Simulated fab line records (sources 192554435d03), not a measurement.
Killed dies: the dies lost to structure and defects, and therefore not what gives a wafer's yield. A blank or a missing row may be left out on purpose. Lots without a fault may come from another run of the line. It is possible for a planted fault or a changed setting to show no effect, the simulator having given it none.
Matching of chambers	flow n5Finfet	N5_BEOL_M2_ETCH_64 on rieDiel-05: 4 sister chambers
The step etches SOC in N2/H2, target depth 75 nm, overetch 22.5 nm, time 121.9 s. 4 wafers are shown with their chamber, then 7 later ones without.

## WAFERS WITH THEIR CHAMBER
wafer	chamber	throttleValvePct (%)
L084.1	1	18.1
L084.4	2	17.6
L086.1	3	17.6
L086.2	0	17.7

## WAFERS MISSING THEIR CHAMBER
wafer	throttleValvePct (%)
L086.3	17.6
L087.2	17.7
L087.4	17.6
L087.6	17.7
L094.2	17.7
L094.5	18.2
L094.6	17.6

## THE CHAMBER EACH PASSED THROUGH
wafer	from the rows above	in truth
L086.3	can't be placed: 2 or 3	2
L087.2	0	0
L087.4	can't be placed: 2 or 3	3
L087.6	0	0
L094.2	0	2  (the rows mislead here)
L094.5	1	1
L094.6	can't be placed: 2 or 3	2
Correct placement for 3 of the 7. From these rows, 3 cannot be placed; in 3 the true chamber is one of the candidates. 1 placed wrongly.
How it was worked out, from the rows above alone: a wafer's distance from a chamber is the root of the sum, over the readings, of the square of ((its reading less the chamber's mean) divided by the reading's scatter). The wafer belongs to the nearest chamber; if the next one is less than 2 further off, it can't be placed. The mean given for a chamber averages the wafers shown for that chamber. The scatter: with one shown wafer a chamber, the root of the mean of the squares of how far each hidden wafer lies from its nearest shown one.
